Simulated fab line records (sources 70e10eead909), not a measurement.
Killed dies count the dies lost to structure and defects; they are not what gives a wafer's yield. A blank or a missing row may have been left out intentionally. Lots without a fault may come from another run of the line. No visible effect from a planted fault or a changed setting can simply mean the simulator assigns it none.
Which tool was responsible? ; flow nand harc ; 6 lots (18 wafers sampled), 1 step of a 1159-step route

WHAT THE GAUGES READ, wafer by wafer
NHARC_P_STI_INSPECT_11.
lot;measured;on;raw defect count
L826;day 2 23:01;defect inspect-02;10 3 10
L830;day 3 23:05;defect inspect-02;4 6 2
L835;day 5 04:46;defect inspect-02;5 3 5
L838;day 5 19:39;defect inspect-02;13 2 15
L843;day 7 05:27;defect inspect-02;6 3 4
L846;day 8 06:29;defect inspect-02;7 7 4

EACH LOT AND THE TOOL THAT RAN IT (in order: tool; ch and the chambers of the sampled wafers; start)
Before these readings, the record contains no process step.

THE ANSWER, worked out from the rows above alone
Rule: the lots themselves supply what counts as usual. Put in order of their means at a reading, lots are off if they are a third of the lots or fewer, leave a main group of 4 or more, and stand apart from it by a gap of 3 or more times the standard deviation of the main group's means; of several such gaps the widest counts. A main group whose means are all the same, to the digits that the tables above print for the reading, isn't used. Also off: a lot with no number at a reading for which 4 or more lots have one. All remaining lots with rows at the step are treated as sound.
Across all readings shown, no lot is off: no conclusion can be drawn from this.

WHAT WAS PUT IN BY THE SIMULATOR
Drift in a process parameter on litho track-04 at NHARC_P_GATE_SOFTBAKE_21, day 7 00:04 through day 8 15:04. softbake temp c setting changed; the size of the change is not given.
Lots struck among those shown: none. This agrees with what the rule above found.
